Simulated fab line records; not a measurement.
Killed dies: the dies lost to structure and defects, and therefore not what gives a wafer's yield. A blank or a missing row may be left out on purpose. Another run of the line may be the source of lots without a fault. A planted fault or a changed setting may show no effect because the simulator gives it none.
Split-lot study -- flow n5-finfet -- route with 1938 steps; 7 lots, 21 wafers read

== ABOUT THE SPLIT ==
At N5_BEOL_M12_SPUTTER_44 (material Ta, target thk 10 nm, time 16.13 s), the setting time-s was moved away from the recipe's 16.13 s on 6 of the 21 wafers read, by -12.7% to +13.1%. For the rest of the wafers, this setting stayed at what the recipe calls for.

Reading taken at the split's own step.

== THE READING ==
Ta_of_BEOL_M12_SPUTTER_44.thk-nm (the simulator's own value, which no gauge read), in nm, at N5_BEOL_M12_SPUTTER_44 (material Ta, target thk 10 nm, time 16.13 s). There is no usual value for it anywhere in the file. Across the 15 wafers here that went through the recipe, the average is 9.9 nm and the standard deviation 0.12 nm.

wafer,"tool, chamber at the split","time-s as run, s",against the recipe,"Ta_of_BEOL_M12_SPUTTER_44.thk-nm, nm",against lot-mates on the recipe
L080.1,"pvd-sputter-02, -",16.13,recipe,10,-
L080.5,"pvd-sputter-02, -",16.13,recipe,10,-
L080.4,"pvd-sputter-02, -",16.13,recipe,9.8,-
L083.1,"pvd-sputter-01, -",17.31,+7.3%,10.4,+0.6
L083.4,"pvd-sputter-01, -",16.13,recipe,9.8,-
L083.5,"pvd-sputter-01, -",17.31,+7.3%,10.8,+1.0
L085.3,"pvd-sputter-03, -",16.13,recipe,10,-
L085.6,"pvd-sputter-03, -",16.13,recipe,10,-
L085.5,"pvd-sputter-03, -",16.13,recipe,9.8,-
L088.1,"pvd-sputter-02, -",16.13,recipe,9.8,-
L088.2,"pvd-sputter-02, -",16.13,recipe,9.8,-
L088.6,"pvd-sputter-02, -",14.08,-12.7%,8.4,-1.4
L087.1,"pvd-sputter-01, -",14.38,-10.8%,8.6,-1.4
L087.2,"pvd-sputter-01, -",16.13,recipe,10,-
L087.6,"pvd-sputter-01, -",16.13,recipe,10,-
L095.1,"pvd-sputter-02, -",16.13,recipe,10,-
L095.3,"pvd-sputter-02, -",16.13,recipe,10,-
L095.4,"pvd-sputter-02, -",16.13,recipe,10,-
L096.3,"pvd-sputter-01, -",18.25,+13.1%,11.2,+1.6
L096.5,"pvd-sputter-01, -",18.25,+13.1%,10.8,+1.2
L096.6,"pvd-sputter-01, -",16.13,recipe,9.6,-

FIT RESULTS
A straight line over all 21 wafers: Ta_of_BEOL_M12_SPUTTER_44.thk-nm changes by +0.0998 nm for each +1% of time-s; r = +0.96; the points scatter about the line by 0.17 nm.
The same after taking each lot's own level away (the mean of its wafers on the recipe; 21 wafers): +0.112 nm for each +1%; r = +0.99; scatter 0.12 nm.
On that fit, the largest move of time-s shifts the reading by 1.5 nm.
From 9.60 to 10.00 nm: that is the span of the lots' own levels, equal to 3.2 times the standard deviation above.
So the lot-to-lot level changes the slope: the two fits differ.
Check: +1.4 nm against its lot-mates is what the line predicts for one of the wafers moved furthest among these (+13.1%) when that wafer is left out of the fit. It came out at +1.6 nm against them.

== OTHER SPLITS APPLIED TO THESE WAFERS ==
Other splits were also applied to these wafers ahead of the reading. Each is held against what the fit with the lots' levels taken away leaves over:
other split on the same wafers,wafers away from the commonest value,r with Ta_of_BEOL_M12_SPUTTER_44.thk-nm (lot level and that fit taken away)
N5_BEOL_M10_HM_DEP_02 target-thk-a,5,+0.33
N5_BEOL_M10_PEB_26 peb-time-s,4,+0.00
N5_BEOL_M10_VIA_ETCH_34 bias-w,7,-0.44
N5_BEOL_M11_CURE_72 time-s,10,+0.09

== FILE'S OWN FIT ==
Ta_of_BEOL_M12_SPUTTER_44.thk-nm changes by +0.113 nm for each +1% of time-s, r = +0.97.
